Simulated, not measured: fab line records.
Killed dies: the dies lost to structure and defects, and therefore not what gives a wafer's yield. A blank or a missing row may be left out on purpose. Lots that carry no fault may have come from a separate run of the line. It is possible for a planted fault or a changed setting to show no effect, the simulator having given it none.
The same fault as seen by 2 desks | flow n5Finfet | what lay behind the numbers comes last; until then each desk has only its own

## THE TOOL OWNER'S DESK: pecvd-04
The tool's own readings at N5_BEOL_M7_ILD_DEP_00 (deposits SiCOH lowk from DEMS/porogen, target thk 179.75 nm, time 33.4 s): means of the sampled wafers that have a number, for each lot that ran on this tool. Marked OUT: a lot whose mean sits more than 4 standard deviations from the usual mean, which makes it out of limits; the brackets give that distance.
Columns: A = heaterPowerW at N5_BEOL_M7_ILD_DEP_00, usual 263 W; B = rfFwdPowerW at N5_BEOL_M7_ILD_DEP_00, usual 495.0 W; C = showerheadPlenumPTorr at N5_BEOL_M7_ILD_DEP_00, usual 5.739 Torr; D = throttleValvePct at N5_BEOL_M7_ILD_DEP_00, usual 13.8 %
lot  | first seen here | A   | B     | C     | D
L904 | day 9 16:44     | 243 | 495.6 | 5.740 | 13.5
L909 | day 10 18:28    | 244 | 494.9 | 5.747 | 14.1
L912 | day 11 20:55    | 297 | 496.1 | 5.739 | 13.5
Finding of this desk: none of the 3 lots has anything out of limits.

## THE METROLOGY DESK
What the gauges read for every lot (on any tool): the sampled wafers with a number, averaged. Marked OUT: a lot whose mean sits more than 4 standard deviations from the usual mean, which makes it out of limits; the brackets give that distance. Shown are 7 of the 13 readings it has, namely the first that went out of limits plus those furthest out on some lot.
Columns: A = DIBL_N at N5_BEOL_M4_RC_MEAS_101, usual 37.3 mV/V; B = DIBL_P at N5_BEOL_M4_RC_MEAS_101, usual 37.4 mV/V; C = IOFF_P at N5_BEOL_M4_RC_MEAS_101, usual 0.25 nA/um; D = ION_N at N5_BEOL_M4_RC_MEAS_101, usual 679 uA/um; E = SS_P at N5_BEOL_M4_RC_MEAS_101, usual 73.6 mV/dec; F = VT_P at N5_BEOL_M4_RC_MEAS_101, usual -248 mV; G = M7_ILD_THK at N5_BEOL_M7_THK_MEAS_01, usual 155.7 nm
lot  | first seen here | A    | B    | C    | D   | E    | F    | G
L902 | day 8 14:34     | 36.8 | 37.0 | 0.26 | 682 | 73.8 | -246 | 155.6
L904 | day 8 21:13     | 34.8 | 35.4 | 0.19 | 671 | 72.1 | -251 | 155.0
L909 | day 10 00:09    | 39.6 | 38.8 | 0.29 | 704 | 74.0 | -244 | 187.6 (+14) OUT
L912 | day 10 20:28    | 38.8 | 39.9 | 0.25 | 687 | 74.3 | -251 | 189.1 (+15) OUT
L913 | day 11 02:35    | 40.7 | 42.1 | 0.35 | 695 | 74.6 | -242 | 156.8
L916 | day 11 22:19    | 37.8 | 36.6 | 0.25 | 684 | 73.7 | -247 | 154.4
L917 | day 12 05:07    | 33.7 | 34.2 | 0.20 | 667 | 73.1 | -251 | 157.6
L921 | day 13 04:02    | 37.8 | 38.2 | 0.26 | 672 | 73.3 | -245 | 156.9
L922 | day 13 07:53    | 38.7 | 39.5 | 0.26 | 673 | 73.9 | -250 | 156.1
L923 | day 13 12:40    | 37.3 | 37.8 | 0.24 | 668 | 74.0 | -250 | 155.9
Per this desk, out of limits: L909, L912; the first was L909, day 10 19:26 (M7_ILD_THK at N5_BEOL_M7_THK_MEAS_01). L902, L904, L913, L916, L917, L921, L922, L923 stayed within limits.

## PUT TOGETHER
At day 10 19:26 the metrology desk could have sounded an alarm, on L909, L912.
The tool owner's desk saw nothing out of limits.
On record at the tool owner's desk: L909, L912, within its limits.
On pecvd-04, each named lot ran N5_BEOL_M7_ILD_DEP_00.

## WHAT THE SIMULATOR HAD PUT IN
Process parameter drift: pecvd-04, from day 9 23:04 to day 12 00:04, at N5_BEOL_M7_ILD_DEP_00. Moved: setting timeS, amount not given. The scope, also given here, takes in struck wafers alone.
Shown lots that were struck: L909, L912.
Hours from the fault's start to each desk's first reading out of limits: the metrology desk, 20.
